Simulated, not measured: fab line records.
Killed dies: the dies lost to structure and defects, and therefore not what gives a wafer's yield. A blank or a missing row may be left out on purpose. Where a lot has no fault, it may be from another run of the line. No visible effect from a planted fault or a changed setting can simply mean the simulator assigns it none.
Which of the tools did it? / flow n5-finfet / 9 lots (27 wafers sampled), 1 step of a 1938-step route

== WHAT EACH GAUGE READ, for each wafer ==
N5_BEOL_M4_RC_MEAS_101.
lot=L454; measured=day 9 06:28; on=prober-01; DIBL_N (mV/V)=35.5 38.7 37.8
lot=L456; measured=day 10 06:00; on=prober-02; DIBL_N (mV/V)=34.5 35.7 35.5
lot=L469; measured=day 12 16:17; on=prober-01; DIBL_N (mV/V)=36.2 37.6 37.3
lot=L470; measured=day 13 01:37; on=prober-01; DIBL_N (mV/V)=37.7 37.9 38.8
lot=L472; measured=day 13 18:05; on=prober-02; DIBL_N (mV/V)=39.0 37.2 37.0
lot=L474; measured=day 14 03:29; on=prober-02; DIBL_N (mV/V)=35.8 34.8 35.5
lot=L475; measured=day 14 05:38; on=prober-01; DIBL_N (mV/V)=37.2 38.5 36.9
lot=L476; measured=day 14 15:42; on=prober-02; DIBL_N (mV/V)=37.2 36.8 35.9
lot=L477; measured=day 15 06:20; on=prober-02; DIBL_N (mV/V)=37.0 35.1 36.8

== TOOL THAT RAN EACH LOT (tool first, then ch and the chambers of the sampled wafers, then the start) ==
The record shows no process step preceding these readings.

== THE ANSWER, worked out from the rows above alone ==
Rule: the lots themselves supply what counts as usual. Put in order of their means at a reading, lots are off if they are a third of the lots or fewer, leave a main group of 4 or more, and stand apart from it by a gap of 3 or more times the standard deviation of the main group's means; of several such gaps the widest counts. The tables above print the reading to a certain number of digits; a main group whose means all agree to those digits is not used. A lot without any number at a reading at which 4 lots or more have one is off too. The other lots that the step has rows for count as sound.
Across all readings shown, no lot is off: no conclusion can be drawn from this.

== WHAT THE SIMULATOR HAD PUT IN ==
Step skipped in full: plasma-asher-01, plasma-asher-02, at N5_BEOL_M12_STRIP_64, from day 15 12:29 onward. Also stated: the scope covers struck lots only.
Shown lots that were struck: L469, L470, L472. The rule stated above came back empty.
